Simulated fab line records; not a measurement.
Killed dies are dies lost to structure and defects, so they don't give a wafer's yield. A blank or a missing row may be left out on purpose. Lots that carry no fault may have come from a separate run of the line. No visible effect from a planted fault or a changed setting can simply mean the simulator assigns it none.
fab line records	flow n5_finfet
[record] lots = 5	wafers = 13	last_day = 17
route steps=1938 shown ZERO_LAYER@12 WELL_APT@20 BEOL_M4@1111 PASSIVATION@1936
lots that met no fault: from a run of the same line without faults
start_h: hours from the record's first day to the start of the lot's first wafer shown	wait_h: time in hours since the lot's previous step	" identical to the entry in the row above	L1.1+2: several wafers, shown together as one row	- value missing, or start not given	* or withheld: withheld	< > ~ a bound
route shown NAME@n: names a module that has steps shown in the file, with the first one's number in the route	usual: the fault-free wafers' mean and standard deviation	same: alike in all rows	chamber/n: place in a boat	sites: readings site by site	_std_site: the standard deviation of these	_edge_site: outer sites' mean less inner sites'	radius_mm: for every site, how far away it sits from the centre of the wafer	mask NAME#n: copy n	behind: the tool/chamber that last shaped the wafer	hold: reason for holding the lot/hours on hold/outcome of the hold	device: transistor that didn't switch, given as n, p or np	end of line: the same wafers' tests at the end of the route	a step given without rows: its recipe and nothing more	killed: the dies lost at the first sort to structure and to defects; this is not the yield of the wafer	map: shows each die of a wafer: x if killed, . if not, _ if none is there
set.NAME: the run value of the setting; set.NAME@STEP: its run value at that earlier step	model.NAME: the simulator's own value behind a step, which no gauge read
lots seen at some steps along the route; tables by step, rows by wafer
services: a tool's chamber out of use, with start hour (start_h, from the record's first day; less than 0 if before it), hours out, and reason
[[steps]]
[step N5_ZERO_LAYER_HARDBAKE_23]
[recipe] temp_c = 130	time_s = 120
[step N5_ZERO_LAYER_CD_MEAS_11]
[recipe] target_cd_nm = 2000	landing_energy_ev = 500	detector = se_inlens
[usual] cd_nm = 1999.7/3
lot.wafer	tool	chamber	start_h	wait_h	cd_nm
L618.2	cd_sem-01	0	12.77	-	2000.4
L618.4	"	0	"	"	1999.4
L618.6	"	0	"	"	1998.7
L621.4	cd_sem-03	0	30.65	-	1997.0
L621.5	"	0	"	"	1994.9
L632.2	cd_sem-02	0	96.66	-	2003.7
L632.6	"	0	"	"	2001.4
L637.4	cd_sem-03	0	126.77	-	2000.9
L637.5	"	0	"	"	2000.4
L637.6	"	0	"	"	2000.9
L640.1	cd_sem-02	0	144.64	-	2000.3
L640.4	"	0	"	"	1999.5
L640.5	"	0	"	"	2004.1
[step N5_ZERO_LAYER_DESCUM_16]
[recipe] chemistry = O2	time_s = 7.9	source_power_w = 50	bias_power_w = 20	pressure_mtorr = 20	rf_frequency_hz = 2.712e+07	temp_c = 40	o2_flow_sccm = 225
[usual] drypump_motor_current_A = 5.7/0.34	o2_flow_sccm = 225.1/0.63	oes_product_au = 0.75/0.04	rf_fwd_power_W = 49.33/0.24	rf_vpp_V = 243.0/1.2	showerhead_plenum_p_Torr = 2.08/0.061	throttle_valve_pct = 20.48/0.2
lot.wafer	tool	chamber	start_h	wait_h	drypump_motor_current_A	o2_flow_sccm	oes_product_au	rf_fwd_power_W	rf_hours_counter_h	rf_vpp_V	showerhead_plenum_p_Torr	throttle_valve_pct
L618.2	rie_diel-01	0	12.84	0.1	5.7	225.6	0.71	49.69	199	243.6	2.10	20.48
L618.4	"	3	"	"	5.4	223.8	0.77	49.15	119	244.3	2.10	20.40
L618.6	"	3	"	"	5.4	223.7	0.77	49.28	-	243.4	2.10	20.38
L621.4	rie_diel-03	3	30.68	0.0	5.8	223.5	0.76	49.45	145	242.6	2.01	20.44
L621.5	"	0	"	"	5.7	225.4	0.77	49.59	-	244.8	2.21	20.64
L632.2	rie_diel-01	3	96.70	0.0	5.4	225.7	0.75	49.55	144	242.9	2.09	20.45
L632.6	"	0	"	"	5.7	225.2	0.70	49.45	-	244.0	2.10	20.50
L637.4	rie_diel-03	3	126.80	0.0	5.7	225.4	0.74	49.52	175	243.0	2.00	20.50
L637.5	"	1	"	"	6.2	225.1	0.77	48.73	-	244.4	2.15	20.60
L637.6	"	0	"	"	5.7	225.0	0.74	49.21	-	244.3	2.20	20.69
L640.1	rie_diel-03	0	144.68	0.0	5.7	225.1	0.73	49.36	174	244.0	2.20	20.70
L640.4	"	1	"	"	6.2	226.8	0.76	49.12	157	245.2	2.15	20.60
L640.5	"	1	"	"	6.2	225.3	0.76	49.14	-	245.1	2.15	20.62
[step N5_ZERO_LAYER_ETCH_17]
[recipe] chemistry = CF4	target = SiO2	target_depth_a = 120	time_s = 13.3	ion_energy_ev = 350	pressure_mtorr = 40	source_w = 450	bias_w = 215	Ar_flow_sccm = 100	cf4_flow_sccm = 100
[usual] drypump_motor_current_A = 5.7/0.34	oes_product_au = 0.76/0.042	rf_fwd_power_W = 446.1/1.8	rf_vpp_V = 948/3.8	showerhead_plenum_p_Torr = 2.13/0.061	throttle_valve_pct = 15.74/0.21
lot.wafer	tool	chamber	start_h	wait_h	drypump_motor_current_A	oes_product_au	rf_fwd_power_W	rf_hours_counter_h	rf_vpp_V	showerhead_plenum_p_Torr	throttle_valve_pct
L618.2	rie_diel-01	0	12.88	0.0	5.6	0.73	446.9	199	948	2.13	15.58
L618.4	"	3	"	"	5.4	0.74	445.1	119	948	2.16	15.68
L618.6	"	3	"	"	5.4	0.74	447.1	-	948	2.16	15.68
L621.4	rie_diel-03	3	30.71	0.0	5.7	0.77	445.9	145	944	2.05	15.61
L621.5	"	0	"	"	5.7	0.74	444.9	-	954	2.22	15.61
L632.2	rie_diel-01	3	96.73	0.0	5.4	0.73	446.8	144	949	2.15	15.71
L632.6	"	0	"	"	5.6	0.72	446.2	-	948	2.12	15.64
L637.4	rie_diel-03	3	126.84	0.0	5.7	0.75	446.8	175	943	2.04	15.66
L637.5	"	1	"	"	6.2	0.78	446.5	-	955	2.23	16.00
L637.6	"	0	"	"	5.7	0.70	447.3	-	954	2.20	15.67
L640.1	rie_diel-03	0	144.71	0.0	5.7	0.72	444.3	174	953	2.20	15.68
L640.4	"	1	"	"	6.2	0.76	444.0	157	954	2.23	16.03
L640.5	"	1	"	"	6.3	0.77	444.4	-	953	2.23	16.01
[step N5_ZERO_LAYER_ETCH_18]
[recipe] chemistry = HBr/Cl2	target = Si	target_depth_a = 1200	time_s = 40	pressure_mtorr = 10	icp_w = 800	bias_w = 75	HBr_flow_sccm = 150	Cl2_flow_sccm = 80
[usual] drypump_motor_current_A = 5.8/0.48	oes_product_au = 1.006/0.015	rf_fwd_power_W = 795.2/2.4	throttle_valve_pct = 36.3/0.39
lot.wafer	tool	chamber	start_h	wait_h	drypump_motor_current_A	oes_product_au	rf_fwd_power_W	rf_hours_counter_h	throttle_valve_pct
L618.2	rie_si-05	0	12.95	0.0	5.4	1.011	793.1	174	36.8
L618.4	"	3	"	"	5.2	1.003	796.1	131	36.8
L618.6	"	0	"	"	5.4	1.001	794.6	-	36.8
L621.4	rie_si-05	3	30.79	0.0	5.3	1.006	795.6	131	36.8
L621.5	"	2	"	"	6.6	0.988	793.8	-	36.0
L632.2	rie_si-04	1	96.80	0.0	5.2	1.016	794.2	43	36.2
L632.6	"	0	"	"	6.2	0.986	796.4	-	36.3
L637.4	rie_si-05	1	126.91	0.0	5.8	1.001	796.7	39	35.7
L637.5	"	2	"	"	6.6	1.004	793.3	-	36.0
L637.6	"	3	"	"	5.2	1.010	792.4	-	36.8
L640.1	rie_si-03	3	144.79	0.0	6.5	1.025	797.3	116	36.2
L640.4	"	1	"	"	6.0	0.988	794.1	32	35.8
L640.5	"	2	"	"	6.5	1.027	800.3	-	36.7
[step N5_ZERO_LAYER_STRIP_24]
[recipe] chemistry = O2	power_w = 1000	temp_c = 250	overash_fraction = 0.3	pressure_mtorr = 1000	o2_flow_sccm = 6750
[usual] drypump_motor_current_A = 5.51/0.27	heater_power_w = 330/19	o2_flow_sccm = 6751/22	oes_product_au = 0.647/0.0048	strip_time_to_endpoint_s = 43.85/0.094
lot.wafer	tool	chamber	start_h	wait_h	drypump_motor_current_A	heater_power_w	o2_flow_sccm	oes_product_au	rf_hours_counter_h	strip_time_to_endpoint_s
L618.2	plasma_asher-01	0	13.05	0.1	5.18	342	6742	0.650	24	43.80
L618.4	"	0	"	"	5.19	348	6727	0.649	-	43.83
L618.6	"	1	"	"	5.93	350	6737	0.640	-	43.96
L621.4	plasma_asher-02	1	30.91	0.1	5.38	301	6783	0.643	-	43.83
L621.5	"	1	"	"	5.39	300	6753	0.642	-	43.88
L632.2	plasma_asher-01	1	96.91	0.1	5.92	344	6702	0.647	40	43.81
L632.6	"	0	"	"	5.17	352	6712	0.648	-	43.68
L637.4	plasma_asher-02	0	127.04	0.1	5.55	324	6762	0.648	-	44.00
L637.5	"	0	"	"	5.55	326	6787	0.651	-	44.07
L637.6	"	1	"	"	5.41	305	6770	0.647	-	44.11
L640.1	plasma_asher-01	1	144.89	0.1	5.96	354	6742	0.650	47	43.91
L640.4	"	1	"	"	5.96	350	6784	0.645	-	43.71
L640.5	"	1	"	"	5.93	345	6772	0.643	-	43.82
[step N5_ZERO_LAYER_STRIP_19]
[recipe] chemistry = SPM	time_s = 900	temp_c = 130	h2so4_h2o2_vol_ratio = 4	dry = ipa_marangoni
[step N5_ZERO_LAYER_INSPECT_20]
[recipe] inspect_instrument = darkfield	mode = post_clean
[usual] raw_defect_count = 38/16
lot.wafer	tool	chamber	start_h	wait_h	raw_defect_count
L618.2	defect_inspect-02	-	13.41	0.0	39
L618.4	"	-	"	"	48
L618.6	"	-	"	"	29
L621.4	defect_inspect-02	-	31.55	0.0	45
L621.5	"	-	"	"	32
L632.2	defect_inspect-02	-	97.29	0.0	27
L632.6	"	-	"	"	27
L637.4	defect_inspect-01	-	127.38	0.0	29
L637.5	"	-	"	"	23
L637.6	"	-	"	"	48
L640.1	defect_inspect-01	-	145.27	0.0	41
L640.4	"	-	"	"	46
L640.5	"	-	"	"	16
[step N5_WELL_APT_HMDS_01]
[recipe] time_s = 60	temp_c = 120
[step N5_WELL_APT_COAT_02]
[recipe] spin_rpm = 1357	resist_thk_nm = 950
[step N5_WELL_APT_EBR_04]
[recipe] solvent = PGMEA	ebr_width_mm = 1.5
[step N5_WELL_APT_SOFTBAKE_03]
[recipe] temp_c = 130	time_s = 60
[step N5_WELL_APT_EXPOSE_05]
[recipe] mask_id = NWELL	na = 0.8	source_shape = conventional	sigma_outer = 0.8	polarization = unpolarized	defocus_nm = 0	target_cd_nm = 200	dose_mj = 20.3
[usual] focus_offset_nm = -0.2/0.56
lot.wafer	tool	chamber	start_h	wait_h	mask	focus_offset_nm
L618.2	krf_scanner-02	0	13.68	-	NWELL#0	0.4
L618.4	"	0	"	"	NWELL#0	-0.3
L618.6	"	0	"	"	NWELL#0	-0.5
L621.4	krf_scanner-01	0	31.70	-	NWELL#0	0.4
L621.5	"	0	"	"	NWELL#0	-0.9
L632.2	krf_scanner-01	0	97.55	-	NWELL#0	0.0
L632.6	"	0	"	"	NWELL#0	0.8
L637.4	krf_scanner-02	0	127.65	-	NWELL#0	0.6
L637.5	"	0	"	"	NWELL#0	-0.6
L637.6	"	0	"	"	NWELL#0	0.0
L640.1	krf_scanner-02	0	145.53	-	NWELL#0	0.1
L640.4	"	0	"	"	NWELL#0	-1.1
L640.5	"	0	"	"	NWELL#0	-0.6
[step N5_WELL_APT_PEB_06]
[recipe] peb_temp_c = 130	peb_time_s = 90
[step N5_WELL_APT_DEVELOP_07]
[recipe] develop_time_s = 45	rinse_liquid = surfactant_rinse	dry = air_spin	dev_temp_c = 21
[step N5_WELL_APT_HARDBAKE_12]
[recipe] temp_c = 130	time_s = 120
[step N5_WELL_APT_CD_MEAS_08]
[recipe] target_cd_nm = 200	landing_energy_ev = 500	detector = se_inlens
[usual] cd_nm = 199.3/2.1
lot.wafer	tool	chamber	start_h	wait_h	cd_nm
L618.2	cd_sem-03	0	13.84	-	199.6
L618.4	"	0	"	"	199.4
L618.6	"	0	"	"	200.2
L621.4	cd_sem-01	0	31.86	-	200.3
L621.5	"	0	"	"	205.9
L632.2	cd_sem-03	0	97.72	-	195.9
L632.6	"	0	"	"	198.0
L637.4	cd_sem-02	0	127.81	-	196.5
L637.5	"	0	"	"	199.4
L637.6	"	0	"	"	199.5
L640.1	cd_sem-03	0	145.70	-	198.4
L640.4	"	0	"	"	197.1
L640.5	"	0	"	"	199.6
[step N5_WELL_APT_OVL_MEAS_09]
[recipe] points_per_wafer = 44
[usual] NWELL_OVL = 1/5.5
lot.wafer	tool	chamber	start_h	wait_h	NWELL_OVL[nm]
L618.2	overlay-02	0	13.87	0.0	8
L618.4	"	0	"	"	7
L618.6	"	0	"	"	2
L621.4	overlay-02	0	31.88	0.0	0
L621.5	"	0	"	"	0
L632.2	overlay-02	0	97.75	0.0	-9
L632.6	"	0	"	"	-6
L637.4	overlay-02	0	127.84	0.0	-3
L637.5	"	0	"	"	1
L637.6	"	0	"	"	1
L640.1	overlay-01	0	145.73	0.0	5
L640.4	"	0	"	"	6
L640.5	"	0	"	"	8
[step N5_WELL_APT_INSPECT_10]
[recipe] mode = adi	inspect_instrument = macro
[usual] raw_defect_count = 1.9/1.6
lot.wafer	tool	chamber	start_h	wait_h	raw_defect_count
L618.2	defect_inspect-02	-	13.90	0.0	2
L618.4	"	-	"	"	4
L618.6	"	-	"	"	3
L621.4	defect_inspect-02	-	31.91	0.0	2
L621.5	"	-	"	"	4
L632.2	defect_inspect-01	-	97.77	0.0	3
L632.6	"	-	"	"	2
L637.4	defect_inspect-01	-	127.86	0.0	1
L637.5	"	-	"	"	3
L637.6	"	-	"	"	3
L640.1	defect_inspect-02	-	145.76	0.0	5
L640.4	"	-	"	"	1
L640.5	"	-	"	"	1
[step N5_WELL_APT_DESCUM_13]
[recipe] chemistry = O2	time_s = 7.9	source_power_w = 50	bias_power_w = 20	pressure_mtorr = 20	rf_frequency_hz = 2.712e+07	temp_c = 40	o2_flow_sccm = 225
[usual] drypump_motor_current_A = 5.8/0.4	o2_flow_sccm = 225.0/0.73	oes_product_au = 0.75/0.059	rf_fwd_power_W = 49.65/0.17	rf_vpp_V = 243.6/1.3	showerhead_plenum_p_Torr = 2.11/0.07	throttle_valve_pct = 20.34/0.3
lot.wafer	tool	chamber	start_h	wait_h	drypump_motor_current_A	o2_flow_sccm	oes_product_au	rf_fwd_power_W	rf_hours_counter_h	rf_vpp_V	showerhead_plenum_p_Torr	throttle_valve_pct	model.WELL_APT.cd_nm
L618.2	rie_diel-05	1	13.93	0.0	5.1	224.6	0.74	49.62	190	245.0	2.17	20.62	199.5
L618.4	"	0	"	"	6.0	224.9	0.79	49.52	133	244.7	2.16	19.96	198.8
L618.6	"	1	"	"	5.2	225.6	0.74	49.58	-	244.6	2.17	20.63	200.1
L621.4	rie_diel-06	1	31.94	0.0	6.1	225.7	0.73	49.63	174	244.6	2.10	20.42	200.1
L621.5	"	1	"	"	6.1	224.5	0.72	49.80	-	241.4	2.10	20.44	205.6
L632.2	rie_diel-04	1	97.81	0.0	5.1	224.4	0.70	49.53	197	244.5	2.16	20.76	195.8
L632.6	"	3	"	"	5.4	224.5	0.70	49.54	-	242.6	2.09	20.66	197.6
L637.4	rie_diel-04	1	127.98	0.1	5.1	225.1	0.68	49.48	-	243.8	2.16	20.77	196.7
L637.5	"	3	"	"	5.4	225.4	0.69	49.37	-	244.6	2.08	20.69	199.2
L637.6	"	2	"	"	4.8	225.3	0.70	49.69	-	243.2	2.16	20.88	199.2
L640.1	rie_diel-05	1	145.79	0.0	5.2	224.5	0.71	49.67	239	243.6	2.15	20.71	198.1
L640.4	"	2	"	"	6.3	224.6	0.81	49.50	87	244.2	2.22	20.49	197.3
L640.5	"	3	"	"	5.6	224.8	0.98	49.53	-	245.5	2.24	20.25	199.6
[step N5_WELL_APT_IMPLANT_14]
[recipe] species = P	energy_kev = 160	dose_cm2 = 1.5e+13	tilt_deg = 0	rotation_deg = 0
[step N5_BEOL_M4_RC_MEAS_101]
[usual] DIBL_N = 37.5/2	DIBL_P = 37.5/2.5	IOFF_N = 0.18/0.042	IOFF_P = 0.24/0.046	ION_N = 677/15	ION_P = 464/9.5	SS_N = 72.0/0.76	SS_P = 73.6/0.79	VT_N = 249/3.5	VT_P = -249/3.2
lot.wafer	tool	chamber	start_h	wait_h	DIBL_N[mV/V]	DIBL_P[mV/V]	IOFF_N[nA/um]	IOFF_P[nA/um]	ION_N[uA/um]	ION_P[uA/um]	SS_N[mV/dec]	SS_P[mV/dec]	VT_N[mV]	VT_P[mV]
L618.2	prober-01	0	161.50	0.2	38.6	40.2	0.22	0.29	707	482	72.5	73.5	245	-245
L618.4	"	0	"	"	41.2	42.7	0.25	0.34	681	467	73.0	74.3	247	-245
L618.6	"	0	"	"	40.9	42.3	0.26	0.35	690	467	73.1	74.1	241	-244
L621.4	prober-01	0	181.62	0.5	36.7	37.3	0.16	0.19	664	450	72.0	73.3	253	-253
L621.5	"	0	"	"	36.8	36.0	0.19	0.18	656	448	73.0	73.4	250	-256
L632.2	prober-02	0	244.88	0.2	34.9	34.2	0.15	0.21	657	455	71.8	72.4	249	-248
L632.6	"	0	"	"	34.4	33.9	0.14	0.20	685	464	71.8	72.4	250	-251
L637.4	prober-01	0	291.88	1.0	39.3	40.8	0.24	0.32	710	488	72.2	73.4	242	-241
L637.5	"	0	"	"	36.9	37.8	0.18	0.26	675	469	72.3	73.0	247	-248
L637.6	"	0	"	"	33.6	33.7	0.12	0.19	672	467	70.7	71.9	254	-248
L640.1	prober-01	0	305.25	0.0	39.0	37.2	0.21	0.22	659	448	72.9	74.2	250	-253
L640.4	"	0	"	"	37.8	37.0	0.19	0.22	703	469	72.0	73.6	248	-250
L640.5	"	0	"	"	37.5	37.1	0.18	0.21	693	473	71.9	73.5	246	-253
[step N5_PASSIVATION_PROBE_49]
[usual] defect_limited_yield = 91.8/1.5	killed_at_M0_to_M3 = 33/11	killed_at_M4_up = 13/5	killed_at_contacts = 11/5.6	killed_at_front_end = 36/12	killed_at_other = 3.4/2.5	killed_dies = 97/18	killed_open = 64/13	killed_short = 31/6.9	sort_bin_4_leakage = 0.01/0.048	sort_bin_5_function = 4.8/1	sort_bin_6_memory = 3.1/0.64	sort_n_pass = 1083/18	sort_yield_pct = 91.8/1.5
[same] gross_dies = 1180	killed_at_back_side = 0	sort_bin_8_speed[%] = 0
lot.wafer	tool	chamber	start_h	wait_h	defect_limited_yield[%]	killed_at_M0_to_M3	killed_at_M4_up	killed_at_contacts	killed_at_front_end	killed_at_other	killed_dies	killed_open	killed_short	sort_bin_4_leakage[%]	sort_bin_5_function[%]	sort_bin_6_memory[%]	sort_n_pass	sort_yield_pct[%]
L621.4	prober-01	-	286.25	0.2	89.1	60	22	13	31	3	129	100	29	0	6.7	4.0	1051	89.1
L621.5	prober-01	-	286.30	0.2	93.2	18	14	16	28	4	80	55	25	0	4.2	2.1	1100	93.2
L632.2	prober-02	-	355.40	0.1	90.5	46	17	12	36	1	112	74	31	0	6.2	2.8	1068	90.5
L632.6	prober-02	-	355.60	0.3	93.3	28	14	3	28	6	79	49	29	0	3.6	2.7	1101	93.3
// killed by level:class
L621.4 BEOL_M0_SAQP:geometric_particle:open=20 BEOL_M4:geometric_particle:open=16 BEOL_M3:geometric_particle:open=14 FIN_SAQP:geometric_particle:open=13 BEOL_M0_SAQP:geometric_particle:short=12 MOL_CONTACT_COAG:geometric_particle:open=8 STI_FIN_REVEAL:geometric_particle:open=7 MOL_CONTACT_COAG:geometric_particle:short=5
L621.5 MOL_CONTACT_COAG:geometric_particle:open=11 FIN_SAQP:geometric_particle:open=8 BEOL_M3:geometric_particle:open=8 BEOL_M4:geometric_particle:open=8 MOL_CONTACT_COAG:geometric_particle:short=5 STARTING-WAFER:geometric_particle:short=5 GATE_CUT:geometric_particle:short=4 STI_FIN_REVEAL:geometric_particle:open=3
L632.2 STI_FIN_REVEAL:geometric_particle:open=16 MOL_CONTACT_COAG:geometric_particle:open=11 BEOL_M0_SAQP:geometric_particle:short=10 BEOL_M3:geometric_particle:open=7 BEOL_M6:geometric_particle:open=6 BEOL_M0_SAQP:geometric_particle:open=6 BEOL_M2:geometric_particle:open=6 BEOL_M0:geometric_particle:short=5
L632.6 BEOL_M3:geometric_particle:open=7 FIN_SAQP:geometric_particle:open=6 BEOL_M0_SAQP:geometric_particle:short=6 FIN_SAQP:geometric_particle:short=5 BEOL_M0:geometric_particle:open=5 BEOL_M4:geometric_particle:open=5 BEOL_M1:geometric_particle:open=4 STI_FIN_REVEAL:geometric_particle:open=3
[[services]]
tool	chamber	start_h	hours	kind
rie_si-04	-	-9.14	0.9	repair
rie_diel-05	2	-0.95	8.5	repair
krf_scanner-01	-	15.49	1.0	pm
krf_scanner-01	-	16.58	4.4	pm
rie_diel-05	-	32.25	0.4	repair
rie_diel-01	0	35.44	40.3	repair
krf_scanner-01	-	36.17	1.3	pm
krf_scanner-02	-	37.50	0.8	pm
rie_diel-01	3	44.23	9.5	repair
rie_diel-01	2	53.35	6.5	repair
rie_diel-04	0	55.45	12.6	repair
rie_si-05	3	73.03	3.9	repair
rie_diel-06	1	80.31	8.1	repair
rie_si-05	1	80.74	5.6	repair
rie_diel-06	0	81.71	7.0	repair
rie_diel-06	3	86.99	2.4	repair
krf_scanner-02	-	88.00	1.3	pm
rie_diel-01	2	96.68	7.6	repair
rie_si-03	3	109.99	30.1	repair
plasma_asher-01	-	109.99	14.6	pm
rie_si-05	2	112.34	13.8	repair
krf_scanner-02	-	114.49	3.6	pm
rie_si-05	2	128.32	15.2	repair
rie_diel-01	0	137.19	2.4	repair
[[key]]
first_sign none at tools or gauges
[model_effect] step = N5_WELL_APT_DESCUM_13	value = WELL_APT.cd_nm	without = 200.1	struck = 195.8
met_at N5_WELL_APT_EXPOSE_05
struck_wafers L632.2
onset_between 31.70 97.55
[fault] kind = process_parameter_drift	tool = krf_scanner-01	chamber = -	onset_h = 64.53	steps = N5_WELL_APT_EXPOSE_05	channel = focus_nm	offset = 163.25	shape = step	end_h = 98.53	scope = struck_wafers_only
